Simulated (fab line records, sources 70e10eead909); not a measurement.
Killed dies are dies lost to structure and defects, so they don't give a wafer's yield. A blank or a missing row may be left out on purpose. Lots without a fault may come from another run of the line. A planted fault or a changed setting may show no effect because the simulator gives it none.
Which tool did it? | flow nand_harc | 6 lots, 18 wafers sampled, at 4 steps of a route of 1159

WHAT THE GAUGES READ, wafer by wafer
NHARC_END_SORT_01.
lot  | measured     | on        | killed_at_array
L724 | day 20 04:19 | prober-02 | 13 13 11
L725 | day 19 22:02 | prober-02 | 19 14 31
L736 | day 22 03:44 | prober-01 | 108 86 107
L744 | day 24 08:23 | prober-01 | 26

WHICH TOOL RAN EACH LOT (tool, then ch and the chambers of the sampled wafers, then the start)
lot  | NHARC_A_BLC_ETCH_17                | NHARC_THIN_TSV_DESCUM_14           | NHARC_THIN_TSV_DEGAS_53
L724 | rie_diel-13 ch 1,2,3, day 17 15:16 | rie_diel-12 ch 0,1,2, day 19 02:10 | pvd_sputter-01, day 19 06:56
L725 | rie_diel-01 ch 0,1,2, day 17 18:18 | rie_diel-11 ch 0,1,2, day 18 23:31 | pvd_sputter-03, day 19 04:15
L730 | rie_diel-13 ch 0,1,3, day 18 20:07 | rie_diel-12 ch 0,1,2, day 20 01:08 | pvd_sputter-02, day 20 05:55
L736 | rie_diel-13 ch 0,2,3, day 20 06:23 | rie_diel-12 ch 0,2,3, day 21 07:00 | pvd_sputter-01, day 21 11:38
L740 | rie_diel-04 ch 0,1,3, day 21 12:42 | rie_diel-13 ch 0,2,3, day 22 22:02 | pvd_sputter-01, day 23 02:50
L744 | rie_diel-01 ch 0,1,3, day 22 09:07 | rie_diel-12 ch 0,1,3, day 23 15:13 | pvd_sputter-01, day 23 20:36
- NHARC_A_BLC_ETCH_17: etches the open film in N2/H2, target depth 390 nm, time 609.38 s.
- NHARC_THIN_TSV_DESCUM_14: chemistry O2, time 3 s.
- NHARC_THIN_TSV_DEGAS_53: time 60 s.

THE ANSWER, worked out from the rows above alone
Rule: what is usual is taken from the lots themselves. Put in order of their means at a reading, lots are off if they are a third of the lots or fewer, leave a main group of 4 or more, and stand apart from it by a gap of 3 or more times the standard deviation of the main group's means; of several such gaps the widest counts. A main group whose means are all the same, to the digits that the tables above print for the reading, isn't used. A lot without any number at a reading at which 4 lots or more have one is off too. The other lots that the step has rows for count as sound.
No lot is off at any reading shown: from this, nothing can be told.

WHAT THE SIMULATOR HAD PUT IN
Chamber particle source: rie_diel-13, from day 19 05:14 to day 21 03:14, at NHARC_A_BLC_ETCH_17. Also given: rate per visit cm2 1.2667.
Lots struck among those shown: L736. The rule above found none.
